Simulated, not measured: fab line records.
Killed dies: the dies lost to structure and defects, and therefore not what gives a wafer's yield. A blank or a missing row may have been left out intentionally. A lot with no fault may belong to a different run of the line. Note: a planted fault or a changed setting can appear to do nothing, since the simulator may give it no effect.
Matching of chambers	flow nand_harc	4 sister chambers for NHARC_P_M2_CMP_23 on cmp-04
The step polishes, t overpolish 20 s, target thk 144.3 nm. 8 wafers are shown with their chamber, then 10 later ones without.

== WAFERS WITH THEIR CHAMBER ==
wafer	chamber	motor_current_A (A)	time_to_endpoint_s (s)
L083.1	3	12.6	29.4
L083.3	0	12.5	30.0
L084.4	2	10.3	26.5
L086.1	1	11.8	27.3
L086.3	2	11.0	27.9
L086.4	3	12.0	29.0
L092.2	0	11.9	29.7
L092.3	1	11.8	30.1

== WAFERS WITH NO CHAMBER GIVEN ==
wafer	motor_current_A (A)	time_to_endpoint_s (s)
L092.6	11.8	31.6
L093.2	10.6	25.3
L093.3	12.3	28.7
L093.5	10.9	28.3
L095.1	12.3	30.6
L095.2	10.5	30.0
L095.4	11.8	27.3
L096.3	11.1	22.7
L096.5	10.5	24.9
L096.6	12.3	29.2

== CHAMBER TAKEN BY EACH ==
wafer	from the rows above	in truth
L092.6	can't be placed: 0 or 3 or 1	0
L093.2	2	2
L093.3	can't be placed: 3 or 0 or 1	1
L093.5	can't be placed: 2 or 1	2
L095.1	can't be placed: 0 or 3 or 1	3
L095.2	can't be placed: 2 or 1 or 0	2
L095.4	can't be placed: 1 or 3 or 0 or 2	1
L096.3	can't be placed: 2 or 1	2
L096.5	2	2
L096.6	can't be placed: 3 or 0 or 1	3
Correct placement for 2 of the 10. Cannot be placed on the basis of these rows: 8; the candidates contain the true chamber in 8. Wrongly placed: 0.
How it was worked out, from the rows above alone: a wafer's distance from a chamber is the root of the sum, over the readings, of the square of ((its reading less the chamber's mean) divided by the reading's scatter). If the next closest chamber is less than 2 further off than the closest, the wafer can't be placed; otherwise it belongs to the closest. Each chamber's mean is taken over the wafers shown for it. The scatter is the square root of a quotient: the sum, over the shown wafers, of each reading's squared deviation from its chamber's mean, divided by wafers minus chambers.
